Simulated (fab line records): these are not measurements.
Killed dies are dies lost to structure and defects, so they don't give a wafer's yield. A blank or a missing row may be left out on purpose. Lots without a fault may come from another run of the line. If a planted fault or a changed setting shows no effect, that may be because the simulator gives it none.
fab line records	flow n5Finfet	part 1 of 2: steps 1 to 3 of 6
record lots=23	wafers=69	lastDay=17
route steps=1938 shown BEOL_M1@832 BEOL_M2@857
lots that met no fault: taken from a fault-free run of the same line
startH: hours from the record's opening day to when the first of the lot's shown wafers began	waitH: hours from the lot's prior step to this one	" as in the row above	L1.1+2: a row that stands for several wafers	- no value present, or no start provided	* or withheld: withheld	< > ~ a bound
route shown NAME@n: a module of which the file shows steps, and the number in the route of the first	usual: mean/standard deviation taken from wafers without a fault	same: alike in all rows	chamber/n: place in a boat	sites: each site's reading	_std_site: how widely they spread, as a standard deviation	_edge_site: inner sites' mean taken away from outer sites' mean	radiusMm: how far each site lies from the wafer's centre	mask NAME#n: copy n	behind: the last tool/chamber to shape the wafer	hold: cause of the lot's hold/its duration in hours/its outcome	device: the n, p or np transistor that did not switch	end of line: the same wafers' tests at the end of the route	where a step has no rows: the recipe by itself	killed: dies that structure and defects cost at the first sort, which is not the same as the wafer's yield	map: a wafer's dies, x killed, . not, _ none there
set.NAME: the setting as run; set.NAME@STEP: as run at that earlier step	model.NAME: the simulator's own value behind a step, which no gauge read
route steps across a sampled set of lots; one table per step, one row per wafer
services: the hour from which a tool's chamber was out of use, counted from the record's first day as startH (under 0 if before that day), plus the number of hours and why
## steps
# step N5_BEOL_M1_ANNEAL_51
# recipe tempC=225	timeS=90	ambient=N2
# usual wafer_temp_C_max=226.13/0.26
lot.wafer	tool	chamber	startH	waitH	wafer_temp_C_max
L075.2	rtpAnneal-01	0	138.93	0.2	226.23
L075.3	"	0	"	"	226.40
L075.4	"	0	"	"	226.19
L074.2	rtpAnneal-02	0	140.37	0.1	226.05
L074.3	"	0	"	"	226.21
L074.5	"	0	"	"	226.14
L076.1	rtpAnneal-02	0	140.96	0.3	226.19
L076.2	"	0	"	"	225.95
L076.5	"	0	"	"	226.22
L077.1	rtpAnneal-01	0	152.81	0.1	226.25
L077.2	"	0	"	"	226.20
L077.3	"	0	"	"	226.27
L078.2	rtpAnneal-01	0	154.70	0.1	226.07
L078.3	"	0	"	"	226.30
L078.6	"	0	"	"	226.25
L079.1	rtpAnneal-01	0	157.61	0.1	225.99
L079.4	"	0	"	"	225.87
L079.5	"	0	"	"	225.75
L080.2	rtpAnneal-02	0	170.07	0.1	225.93
L080.3	"	0	"	"	226.17
L080.6	"	0	"	"	225.81
L081.1	rtpAnneal-01	0	178.38	0.1	225.70
L081.3	"	0	"	"	226.10
L081.6	"	0	"	"	226.29
L082.2	rtpAnneal-02	0	183.57	0.4	226.19
L082.3	"	0	"	"	225.78
L082.5	"	0	"	"	225.90
L083.1	rtpAnneal-02	0	186.75	0.1	225.95
L083.2	"	0	"	"	226.00
L083.6	"	0	"	"	225.99
L084.2	rtpAnneal-01	0	192.93	0.1	226.07
L084.3	"	0	"	"	226.16
L084.6	"	0	"	"	226.24
L085.1	rtpAnneal-01	0	195.66	0.1	225.94
L085.2	"	0	"	"	225.98
L085.3	"	0	"	"	226.38
L086.3	rtpAnneal-01	0	209.37	0.1	226.38
L086.5	"	0	"	"	227.08
L086.6	"	0	"	"	226.03
L088.1	rtpAnneal-01	0	212.90	0.1	226.71
L088.4	"	0	"	"	226.10
L088.5	"	0	"	"	226.43
L087.3	rtpAnneal-02	0	213.07	0.1	226.51
L087.4	"	0	"	"	226.13
L087.5	"	0	"	"	225.69
L089.1	rtpAnneal-01	0	219.81	0.2	225.86
L089.2	"	0	"	"	226.24
L089.6	"	0	"	"	225.98
L090.3	rtpAnneal-01	0	223.65	0.1	225.94
L090.4	"	0	"	"	226.30
L090.5	"	0	"	"	226.09
L091.2	rtpAnneal-02	0	226.98	0.1	226.10
L091.3	"	0	"	"	225.64
L091.6	"	0	"	"	225.85
L092.1	rtpAnneal-02	0	234.20	0.1	225.96
L092.2	"	0	"	"	225.92
L092.5	"	0	"	"	226.42
L093.1	rtpAnneal-01	0	241.24	0.1	226.75
L093.2	"	0	"	"	226.39
L093.5	"	0	"	"	226.41
L094.1	rtpAnneal-02	0	245.02	0.1	226.18
L094.2	"	0	"	"	226.03
L094.4	"	0	"	"	226.26
L095.1	rtpAnneal-01	0	253.30	0.1	226.00
L095.3	"	0	"	"	226.35
L095.6	"	0	"	"	225.94
L096.2	rtpAnneal-02	0	278.66	0.4	225.60
L096.5	"	0	"	"	225.60
L096.6	"	0	"	"	225.84
# step N5_BEOL_M2_DESCUM_16
# recipe chemistry=O2	timeS=7	sourcePowerW=50	biasPowerW=20	pressureMtorr=20	rfFrequencyHz=2.712e+07	tempC=40	resist=CAR-EUV	o2FlowSccm=225
# usual drypumpMotorCurrentA=5.6/0.31	o2FlowSccm=224.9/0.69	oesProductAu=0.75/0.07	rfVppV=243.3/1.4	showerheadPlenumPTorr=2.10/0.081	throttleValvePct=20.46/0.22
lot.wafer	tool	chamber	startH	waitH	drypumpMotorCurrentA	o2FlowSccm	oesProductAu	rfHoursCounterH	rfVppV	showerheadPlenumPTorr	throttleValvePct
L075.2	rieDiel-03	0	141.26	0.0	5.5	225.0	0.78	136	242.6	2.00	20.33
L075.3	"	2	"	"	6.1	224.5	0.72	209	243.2	2.07	20.22
L075.4	"	3	"	"	5.9	224.6	0.89	39	244.4	2.25	20.43
L074.2	rieDiel-06	2	142.47	0.0	6.3	225.4	0.72	243	240.8	1.97	20.64
L074.3	"	0	"	"	5.8	225.6	0.75	164	244.8	2.17	20.50
L074.5	"	0	"	"	5.8	224.2	0.74	-	245.4	2.17	20.53
L076.1	rieDiel-03	0	144.51	0.0	5.6	224.9	0.78	136	241.5	2.00	20.33
L076.2	"	3	"	"	5.9	226.2	0.88	39	243.4	2.25	20.43
L076.5	"	1	"	"	5.3	225.4	0.71	-	243.8	2.17	20.40
L077.1	rieDiel-03	3	158.19	0.0	5.9	224.9	0.87	45	244.2	2.24	20.44
L077.2	"	1	"	"	5.3	225.6	0.71	181	246.0	2.16	20.41
L077.3	"	0	"	"	5.6	223.2	0.78	141	241.8	2.00	20.33
L078.2	rieDiel-02	1	158.28	0.0	5.9	224.6	0.72	204	244.4	2.16	20.64
L078.3	"	0	"	"	5.6	224.9	0.68	212	244.7	2.09	20.42
L078.6	"	3	"	"	5.5	225.0	0.73	-	243.8	2.07	20.89
L079.1	rieDiel-03	2	161.38	0.2	6.1	224.8	0.70	215	244.0	2.07	20.23
L079.4	"	3	"	"	5.9	224.1	0.86	46	246.8	2.24	20.43
L079.5	"	3	"	"	5.9	225.0	0.86	-	244.6	2.24	20.46
L080.2	rieDiel-06	0	172.20	0.0	5.8	225.2	0.73	174	243.5	2.17	20.55
L080.3	"	3	"	"	5.2	223.4	0.75	163	241.8	2.00	20.18
L080.6	"	0	"	"	5.8	225.2	0.73	-	243.7	2.17	20.53
L081.1	rieDiel-02	1	180.28	0.0	5.9	225.6	0.72	213	243.8	2.16	20.67
L081.3	"	0	"	"	5.6	225.0	0.70	217	244.1	2.08	20.43
L081.6	"	1	"	"	5.8	225.3	0.73	-	243.8	2.16	20.66
L082.2	rieDiel-06	1	189.12	0.0	5.4	226.9	0.73	210	242.4	2.08	20.82
L082.3	"	3	"	"	5.2	223.9	0.75	172	240.9	2.00	20.21
L082.5	"	0	"	"	5.8	223.8	0.72	-	243.3	2.17	20.55
L083.1	rieDiel-02	2	189.28	0.1	5.4	224.7	0.73	229	243.4	2.05	20.27
L083.2	"	0	"	"	5.6	224.3	0.69	220	243.6	2.08	20.42
L083.6	"	1	"	"	5.9	224.6	0.72	-	243.4	2.16	20.64
L084.2	rieDiel-06	1	197.01	0.3	5.4	224.7	0.73	214	242.2	2.08	20.82
L084.3	"	0	"	"	5.8	224.6	0.72	186	245.0	2.16	20.55
L084.6	"	2	"	"	6.2	225.8	0.98	-	244.0	2.23	20.12
L085.1	rieDiel-06	2	197.72	0.4	6.2	226.2	0.98	2	244.8	2.23	20.13
L085.2	"	0	"	"	5.8	224.7	0.73	186	244.4	2.16	20.55
L085.3	"	1	"	"	5.4	225.3	0.73	214	243.0	2.08	20.82
L086.3	rieDiel-03	2	211.57	0.0	6.1	224.1	0.69	233	242.9	2.06	20.26
L086.5	"	2	"	"	6.1	224.1	0.69	-	243.2	2.06	20.25
L086.6	"	3	"	"	5.9	223.9	0.85	-	245.0	2.24	20.49
L088.1	rieDiel-06	0	214.71	0.0	5.8	224.3	0.72	191	244.6	2.16	20.56
L088.4	"	2	"	"	6.3	225.3	0.96	7	246.5	2.22	20.14
L088.5	"	2	"	"	6.3	225.6	0.97	-	245.6	2.22	20.12
L087.3	rieDiel-03	2	214.88	0.1	6.1	225.1	0.70	235	241.9	2.06	20.26
L087.4	"	1	"	"	5.3	225.0	0.70	203	243.5	2.16	20.44
L087.5	"	0	"	"	5.6	224.2	0.76	-	241.3	1.99	20.38
L089.1	rieDiel-02	0	221.72	0.0	5.5	225.0	0.68	231	242.3	2.08	20.43
L089.2	"	3	"	"	5.6	225.6	0.71	223	242.9	2.07	20.91
L089.6	"	3	"	"	5.6	225.0	0.72	-	243.8	2.07	20.91
L090.3	rieDiel-03	0	225.54	0.4	5.5	224.9	0.76	166	241.9	1.99	20.38
L090.4	"	1	"	"	5.3	226.2	0.69	208	244.7	2.15	20.45
L090.5	"	3	"	"	5.9	224.4	0.84	-	245.7	2.23	20.50
L091.2	rieDiel-02	3	230.64	0.0	5.6	225.3	0.72	227	242.1	2.07	20.91
L091.3	"	0	"	"	5.6	226.0	0.67	235	243.0	2.08	20.45
L091.6	"	2	"	"	5.4	224.2	0.71	-	242.7	2.04	20.27
L092.1	rieDiel-06	2	237.03	0.2	6.2	223.8	0.93	14	246.6	2.22	20.15
L092.2	"	3	"	"	5.2	224.8	0.73	186	241.7	1.99	20.24
L092.5	"	1	"	"	5.4	225.5	0.71	-	243.4	2.08	20.86
L093.1	rieDiel-06	2	243.25	0.0	6.3	225.4	0.93	17	243.9	2.22	20.16
L093.2	"	0	"	"	5.8	224.9	0.71	199	244.1	2.16	20.58
L093.5	"	0	"	"	5.8	225.4	0.71	-	244.5	2.16	20.57
L094.1	rieDiel-02	0	247.45	0.0	5.6	226.5	0.67	240	242.2	2.08	20.45
L094.2	"	1	"	"	5.9	224.9	0.71	232	244.4	2.15	20.67
L094.4	"	1	"	"	5.9	224.0	0.70	-	244.0	2.15	20.67
L095.1	rieDiel-03	0	256.70	0.0	5.6	223.6	0.74	177	242.5	1.98	20.39
L095.3	"	1	"	"	5.3	225.8	0.68	219	243.5	2.15	20.45
L095.6	"	3	"	"	5.9	225.1	0.82	-	244.2	2.23	20.49
L096.2	rieDiel-03	1	282.43	0.2	5.3	224.5	0.67	230	243.4	2.15	20.48
L096.5	"	1	"	"	5.3	224.5	0.67	-	244.3	2.15	20.50
L096.6	"	0	"	"	5.6	225.0	0.74	-	240.2	1.98	20.42
# step N5_BEOL_M2_ETCH_74
# recipe chemistry=N2/H2	target=underlayer	targetDepthA=65	maskMaterial=CAR-EUV	timeS=5.2	ionEnergyEv=200	pressureMtorr=30	sourceW=840	biasW=150	n2FlowSccm=200	h2FlowSccm=200	ends=cleared
# usual drypumpMotorCurrentA=5.7/0.31	etchRfOnTimeS=5.19/0.11	oesProductAu=0.64/0.059	rfVppV=524.2/2.8	showerheadPlenumPTorr=2.56/0.093	throttleValvePct=17.95/0.22
lot.wafer	tool	chamber	startH	waitH	drypumpMotorCurrentA	etchRfOnTimeS	oesProductAu	rfHoursCounterH	rfVppV	showerheadPlenumPTorr	throttleValvePct
L075.2	rieDiel-03	0	141.30	0.0	5.6	5.11	0.67	136	520.7	2.46	18.10
L075.3	"	2	"	"	6.1	5.28	0.60	209	521.3	2.52	17.83
L075.4	"	3	"	"	5.9	5.25	0.76	39	529.9	2.70	17.75
L074.2	rieDiel-06	2	142.51	0.0	6.3	5.12	0.60	243	521.4	2.40	18.12
L074.3	"	0	"	"	5.8	5.12	0.64	164	526.6	2.66	18.00
L074.5	"	0	"	"	5.8	5.14	0.65	-	526.5	2.66	17.99
L076.1	rieDiel-03	0	144.54	0.0	5.5	5.15	0.67	136	520.1	2.46	18.09
L076.2	"	3	"	"	5.9	5.29	0.74	39	524.7	2.70	17.74
L076.5	"	1	"	"	5.3	5.06	0.63	-	528.0	2.64	17.87
L077.1	rieDiel-03	3	158.23	0.0	5.9	5.21	0.74	45	528.5	2.70	17.75
L077.2	"	1	"	"	5.3	5.07	0.62	181	526.8	2.63	17.87
L077.3	"	0	"	"	5.5	5.08	0.67	141	521.9	2.46	18.11
L078.2	rieDiel-02	1	158.31	0.0	5.8	5.18	0.62	204	523.9	2.63	18.14
L078.3	"	0	"	"	5.6	5.45	0.58	212	521.6	2.51	17.70
L078.6	"	3	"	"	5.6	5.11	0.64	-	524.7	2.51	18.24
L079.1	rieDiel-03	2	161.41	0.0	6.1	5.29	0.60	215	522.0	2.52	17.84
L079.4	"	3	"	"	5.9	5.31	0.74	46	529.1	2.70	17.76
L079.5	"	3	"	"	5.9	5.31	0.73	-	529.8	2.70	17.78
L080.2	rieDiel-06	0	172.23	0.0	5.8	5.12	0.64	174	525.4	2.65	18.02
L080.3	"	3	"	"	5.2	5.24	0.64	163	520.1	2.43	17.63
L080.6	"	0	"	"	5.8	5.21	0.63	-	527.4	2.65	18.02
L081.1	rieDiel-02	1	180.32	0.0	5.9	5.22	0.61	213	525.6	2.62	18.16
L081.3	"	0	"	"	5.7	5.46	0.58	217	523.4	2.51	17.71
L081.6	"	1	"	"	5.9	5.23	0.62	-	524.5	2.62	18.18
L082.2	rieDiel-06	1	189.16	0.0	5.5	5.16	0.62	210	521.5	2.53	18.24
L082.3	"	3	"	"	5.2	5.22	0.62	172	521.5	2.43	17.64
L082.5	"	0	"	"	5.8	5.09	0.62	-	527.2	2.65	18.04
L083.1	rieDiel-02	2	189.31	0.0	5.3	4.99	0.61	229	523.3	2.52	17.85
L083.2	"	0	"	"	5.6	5.44	0.57	220	522.4	2.50	17.73
L083.6	"	1	"	"	5.9	5.15	0.62	-	527.3	2.62	18.19
L084.2	rieDiel-06	1	197.04	0.0	5.4	5.23	0.61	214	524.2	2.52	18.26
L084.3	"	0	"	"	5.8	5.14	0.62	186	526.5	2.65	18.03
L084.6	"	2	"	"	6.3	5.13	0.83	-	528.6	2.72	17.59
L085.1	rieDiel-06	2	197.75	0.0	6.3	5.11	0.84	2	528.5	2.72	17.58
L085.2	"	0	"	"	5.8	5.20	0.63	186	525.3	2.65	18.07
L085.3	"	1	"	"	5.4	5.23	0.62	214	521.7	2.52	18.25
L086.3	rieDiel-03	2	211.60	0.0	6.1	5.25	0.59	233	523.5	2.51	17.87
L086.5	"	2	"	"	6.1	5.33	0.59	-	523.4	2.51	17.88
L086.6	"	3	"	"	5.9	5.26	0.72	-	529.3	2.69	17.81
L088.1	rieDiel-06	0	214.74	0.0	5.8	5.12	0.63	191	524.1	2.65	18.06
L088.4	"	2	"	"	6.3	5.15	0.81	7	528.1	2.72	17.60
L088.5	"	2	"	"	6.3	5.10	0.81	-	528.9	2.72	17.58
L087.3	rieDiel-03	2	214.92	0.0	6.1	5.27	0.59	235	522.0	2.51	17.88
L087.4	"	1	"	"	5.3	5.16	0.60	203	524.8	2.63	17.94
L087.5	"	0	"	"	5.6	5.11	0.65	-	519.8	2.45	18.13
L089.1	rieDiel-02	0	221.76	0.0	5.6	5.47	0.57	231	524.1	2.50	17.72
L089.2	"	3	"	"	5.6	5.10	0.62	223	523.6	2.50	18.30
L089.6	"	3	"	"	5.6	5.06	0.62	-	524.1	2.50	18.30
L090.3	rieDiel-03	0	225.58	0.0	5.5	5.14	0.64	166	520.5	2.45	18.15
L090.4	"	1	"	"	5.3	5.13	0.59	208	527.7	2.62	17.95
L090.5	"	3	"	"	5.9	5.26	0.71	-	528.6	2.69	17.80
L091.2	rieDiel-02	3	230.68	0.0	5.6	5.08	0.61	227	523.8	2.50	18.31
L091.3	"	0	"	"	5.6	5.50	0.57	235	523.1	2.50	17.74
L091.6	"	2	"	"	5.4	5.05	0.62	-	522.4	2.51	17.87
L092.1	rieDiel-06	2	237.07	0.0	6.3	5.11	0.80	14	527.1	2.71	17.64
L092.2	"	3	"	"	5.2	5.18	0.62	186	520.0	2.42	17.68
L092.5	"	1	"	"	5.5	5.28	0.60	-	523.5	2.52	18.28
L093.1	rieDiel-06	2	243.28	0.0	6.3	5.06	0.80	17	529.7	2.71	17.60
L093.2	"	0	"	"	5.8	5.07	0.61	199	527.8	2.64	18.08
L093.5	"	0	"	"	5.8	5.04	0.62	-	525.9	2.64	18.05
L094.1	rieDiel-02	0	247.49	0.0	5.6	5.57	0.55	240	523.2	2.50	17.79
L094.2	"	1	"	"	5.9	5.22	0.60	232	527.4	2.61	18.20
L094.4	"	1	"	"	5.9	5.23	0.61	-	524.2	2.61	18.22
L095.1	rieDiel-03	0	256.73	0.0	5.6	5.16	0.65	177	520.8	2.45	18.17
L095.3	"	1	"	"	5.3	5.17	0.59	219	526.0	2.62	17.97
L095.6	"	3	"	"	5.9	5.28	0.71	-	527.0	2.68	17.84
L096.2	rieDiel-03	1	282.46	0.0	5.3	5.07	0.58	230	527.4	2.61	17.96
L096.5	"	1	"	"	5.3	5.07	0.58	-	524.0	2.61	17.99
L096.6	"	0	"	"	5.6	5.18	0.64	-	519.3	2.44	18.19
